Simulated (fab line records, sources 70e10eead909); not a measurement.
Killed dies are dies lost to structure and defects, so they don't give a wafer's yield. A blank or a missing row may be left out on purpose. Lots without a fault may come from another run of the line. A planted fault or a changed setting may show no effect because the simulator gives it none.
Chamber matching | flow nand_harc | NHARC_A_STAIRCASE_TRIM_196 on rie_diel-03: 4 sister chambers
The step chemistry O2, time 211.2 s. 27 wafers are shown with their chamber, then 12 later ones without.

WAFERS WITH THEIR CHAMBER
wafer  | chamber | showerhead_plenum_p_Torr (Torr) | drypump_motor_current_A (A) | oes_product_au (a.u.)
L076.1 | 1       | 3.29                            | 4.7                         | 1.013
L076.2 | 0       | 3.39                            | 5.4                         | 1.004
L076.5 | 2       | 3.56                            | 5.9                         | 0.999
L077.2 | 1       | 3.29                            | 4.7                         | 1.012
L077.4 | 1       | 3.29                            | 4.7                         | 1.010
L077.6 | 0       | 3.39                            | 5.4                         | 1.008
L080.3 | 1       | 3.29                            | 4.7                         | 1.008
L080.5 | 0       | 3.39                            | 5.4                         | 1.013
L080.6 | 3       | 3.60                            | 5.8                         | 1.020
L081.1 | 3       | 3.60                            | 5.9                         | 1.016
L081.3 | 0       | 3.39                            | 5.4                         | 1.009
L081.6 | 1       | 3.29                            | 4.7                         | 1.001
L082.1 | 0       | 3.39                            | 5.5                         | 1.012
L082.3 | 3       | 3.60                            | 5.9                         | 1.021
L082.5 | 3       | 3.60                            | 5.9                         | 1.019
L087.1 | 1       | 3.28                            | 4.7                         | 0.984
L087.5 | 0       | 3.38                            | 5.4                         | 0.992
L087.6 | 1       | 3.28                            | 4.7                         | 0.988
L089.1 | 1       | 3.28                            | 4.7                         | 0.994
L089.3 | 0       | 3.38                            | 5.5                         | 0.998
L089.4 | 3       | 3.59                            | 5.9                         | 1.003
L088.4 | 1       | 3.28                            | 4.7                         | 0.992
L088.5 | 0       | 3.38                            | 5.4                         | 0.991
L088.6 | 1       | 3.28                            | 4.7                         | 0.997
L090.2 | 0       | 3.38                            | 5.4                         | 1.006
L090.3 | 3       | 3.58                            | 5.9                         | 1.007
L090.6 | 0       | 3.38                            | 5.4                         | 1.004

SIGNATURES (means of the wafers above)
reading                  | chamber 0 | chamber 1 | chamber 2 | chamber 3 | scatter within a chamber
showerhead_plenum_p_Torr | 3.3850    | 3.2850    | 3.5600    | 3.5950    | 0.00608
drypump_motor_current_A  | 5.420     | 4.700     | 5.900     | 5.883     | 0.0325
oes_product_au           | 1.00370   | 0.99990   | 0.99900   | 1.01433   | 0.00887
Rule: a wafer's distance from a chamber is the root of the sum, over the readings, of the square of ((its reading less the chamber's mean) divided by the reading's scatter). The wafer belongs to the nearest chamber; if the next one is less than 2 further off, it can't be placed. The scatter: the root of (the sum of the squares of (reading less its chamber's mean) over the shown wafers, divided by (wafers less chambers)).

WAFERS WITHOUT THEIR CHAMBER
wafer  | showerhead_plenum_p_Torr (Torr) | drypump_motor_current_A (A) | oes_product_au (a.u.)
L091.2 | 3.27                            | 4.7                         | 0.997
L091.3 | 3.37                            | 5.4                         | 1.016
L091.6 | 3.27                            | 4.7                         | 0.993
L093.2 | 3.37                            | 5.4                         | 1.001
L093.3 | 3.27                            | 4.7                         | 0.987
L093.5 | 3.55                            | 5.8                         | 0.982
L094.1 | 3.37                            | 5.4                         | 1.002
L094.3 | 3.55                            | 5.8                         | 1.001
L094.6 | 3.27                            | 4.7                         | 1.008
L095.1 | 3.37                            | 5.5                         | 1.004
L095.4 | 3.58                            | 5.9                         | 1.009
L095.5 | 3.58                            | 5.9                         | 0.998

WHICH CHAMBER EACH WENT THROUGH
wafer  | from the rows above     | in truth
L091.2 | 1                       | 1
L091.3 | 0                       | 0
L091.6 | 1                       | 1
L093.2 | 0                       | 0
L093.3 | 1                       | 1
L093.5 | 2                       | 2
L094.1 | 0                       | 0
L094.3 | 2                       | 2
L094.6 | 1                       | 1
L095.1 | 0                       | 0
L095.4 | can't be placed: 3 or 2 | 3
L095.5 | can't be placed: 3 or 2 | 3
Placed correctly: 10 of 12. Can't be placed from these rows: 2 (the true chamber is among the candidates in 2). Placed wrongly: 0.
